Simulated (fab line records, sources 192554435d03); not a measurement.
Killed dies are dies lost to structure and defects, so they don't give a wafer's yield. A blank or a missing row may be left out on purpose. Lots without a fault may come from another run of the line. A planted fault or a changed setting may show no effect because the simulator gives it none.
Which tool did it? | flow n5_finfet | 10 lots, 30 wafers sampled, at 3 steps of a route of 1938

WHAT THE GAUGES READ, wafer by wafer
N5_BEOL_M4_RC_MEAS_101.
lot  | measured     | on        | DIBL_N (mV/V)  | DIBL_P (mV/V)  | IOFF_N (nA/um) | IOFF_P (nA/um) | ION_N (uA/um) | ION_P (uA/um) | SS_N (mV/dec)  | SS_P (mV/dec)  | VT_N (mV)   | VT_P (mV)
L889 | day 7 19:36  | prober-01 | 34.5 34.9 33.1 | 32.9 34.7 31.6 | 0.12 0.14 0.10 | 0.18 0.21 0.16 | 675 687 660   | 460 476 457   | 70.9 71.1 70.9 | 72.8 73.2 72.6 | 253 248 257 | -251 -250 -252
L890 | day 8 12:59  | prober-02 | 38.3 38.4 36.6 | 40.1 40.2 36.9 | 0.21 0.22 0.18 | 0.31 0.31 0.25 | 678 695 681   | 466 481 471   | 72.6 71.9 72.8 | 74.4 74.1 73.3 | 250 245 249 | -246 -244 -246
L891 | day 8 13:00  | prober-01 | 35.3 35.1 35.1 | 36.5 36.3 36.6 | 0.14 0.14 0.15 | 0.18 0.17 0.18 | 674 673 679   | 456 456 458   | 71.3 72.2 71.7 | 74.1 72.9 73.7 | 251 249 249 | -257 -256 -257
L900 | day 11 11:32 | prober-01 | 36.3 36.8 36.6 | 37.6 37.1 36.7 | 0.17 0.16 0.16 | 0.22 0.21 0.20 | 675 675 678   | 460 460 462   | 71.7 70.9 71.9 | 72.8 73.0 73.3 | 248 251 249 | -250 -251 -254
L903 | day 11 17:02 | prober-02 | 37.9 36.5 36.5 | 37.9 35.3 36.1 | 0.18 0.16 0.15 | 0.20 0.17 0.18 | 678 671 669   | 456 451 456   | 70.9 71.8 71.2 | 73.9 73.2 73.0 | 248 251 251 | -254 -254 -254
L904 | day 11 23:55 | prober-01 | 34.3 35.2 35.1 | 33.9 35.4 36.1 | 0.13 0.15 0.15 | 0.16 0.18 0.18 | 660 676 672   | 451 456 458   | 70.9 70.2 71.1 | 72.6 73.0 73.4 | 253 250 251 | -254 -254 -254
L906 | day 12 15:43 | prober-02 | 37.5 37.1 35.9 | 37.4 37.9 35.3 | 0.20 0.20 0.16 | 0.29 0.31 0.25 | 689 698 681   | 478 489 477   | 72.3 71.0 70.9 | 73.8 74.6 74.0 | 245 245 250 | -241 -242 -244
L910 | day 14 04:26 | prober-02 | 35.2 36.2 34.5 | 34.6 36.1 34.0 | 0.12 0.15 0.12 | 0.16 0.17 0.15 | 662 679 659   | 454 458 451   | 71.2 71.1 71.2 | 72.1 73.1 72.1 | 253 247 253 | -255 -254 -256
L909 | day 14 08:50 | prober-01 | 34.6 37.0 34.2 | 35.7 39.9 35.9 | 0.15 0.18 0.14 | 0.19 0.25 0.18 | 670 675 670   | 457 459 455   | 71.2 71.9 71.0 | 73.1 74.6 73.3 | 249 247 249 | -254 -252 -256
L912 | day 15 12:26 | prober-01 | 35.8 37.7 35.5 | 36.4 38.7 36.3 | 0.18 0.19 0.16 | 0.24 0.26 0.23 | 683 674 682   | 470 460 472   | 71.4 72.8 71.3 | 73.4 73.5 73.2 | 247 246 249 | -247 -248 -247

N5_BEOL_M5_INSPECT_13: inspects for defects (brightfield).
lot  | measured     | on                | raw_defect_count
L889 | day 7 22:08  | defect_inspect-02 | 371 342 318
L890 | day 8 16:04  | defect_inspect-01 | 301 565 381
L891 | day 8 16:39  | defect_inspect-01 | 383 339 322
L900 | day 11 14:58 | defect_inspect-02 | 383 357 488
L903 | day 11 19:42 | defect_inspect-02 | 454 549 518
L904 | day 12 02:23 | defect_inspect-02 | 446 325 299
L906 | day 12 20:01 | defect_inspect-02 | 408 471 421
L910 | day 14 07:53 | defect_inspect-01 | 472 380 399
L909 | day 14 12:23 | defect_inspect-02 | 469 459 343
L912 | day 15 14:47 | defect_inspect-01 | 419 309 482

WHICH TOOL RAN EACH LOT (tool, then ch and the chambers of the sampled wafers, then the start)
lot  | N5_BEOL_M4_ANNEAL_51
L889 | rtp_anneal-02 ch 0, day 7 18:42
L890 | rtp_anneal-02 ch 0, day 8 11:58
L891 | rtp_anneal-01 ch 0, day 8 12:06
L900 | rtp_anneal-02 ch 0, day 11 10:31
L903 | rtp_anneal-02 ch 0, day 11 16:00
L904 | rtp_anneal-02 ch 0, day 11 23:01
L906 | rtp_anneal-02 ch 0, day 12 14:28
L910 | rtp_anneal-01 ch 0, day 14 03:26
L909 | rtp_anneal-02 ch 0, day 14 07:39
L912 | rtp_anneal-02 ch 0, day 15 11:18
- N5_BEOL_M4_ANNEAL_51: time 90 s.

WHAT THE TOOLS THEMSELVES READ (means of the sampled wafers that have a number; where no wafer has one, the mark that the record gives instead)
N5_BEOL_M4_ANNEAL_51.
lot  | tool          | wafer_temp_C_max
L889 | rtp_anneal-02 | 225.76
L890 | rtp_anneal-02 | 225.86
L891 | rtp_anneal-01 | 225.73
L900 | rtp_anneal-02 | 225.42
L903 | rtp_anneal-02 | 225.70
L904 | rtp_anneal-02 | 225.98
L906 | rtp_anneal-02 | 225.60
L910 | rtp_anneal-01 | 226.05
L909 | rtp_anneal-02 | 225.61
L912 | rtp_anneal-02 | 225.75

THE ANSWER, worked out from the rows above alone
Rule: what is usual is taken from the lots themselves. Put in order of their means at a reading, lots are off if they are a third of the lots or fewer, leave a main group of 4 or more, and stand apart from it by a gap of 3 or more times the standard deviation of the main group's means; of several such gaps the widest counts. A main group whose means are all the same, to the digits that the tables above print for the reading, isn't used. A lot without any number at a reading at which 4 lots or more have one is off too. The other lots that the step has rows for count as sound. The gauges are gone through in route order, then the tools' own readings, and for those a lot's mean is taken as printed above. The first step at which some lot is off is used, and at that step the reading that is off furthest; a lot without a number counts as furthest.
No lot is off at any reading shown: from this, nothing can be told.

WHAT THE SIMULATOR HAD PUT IN
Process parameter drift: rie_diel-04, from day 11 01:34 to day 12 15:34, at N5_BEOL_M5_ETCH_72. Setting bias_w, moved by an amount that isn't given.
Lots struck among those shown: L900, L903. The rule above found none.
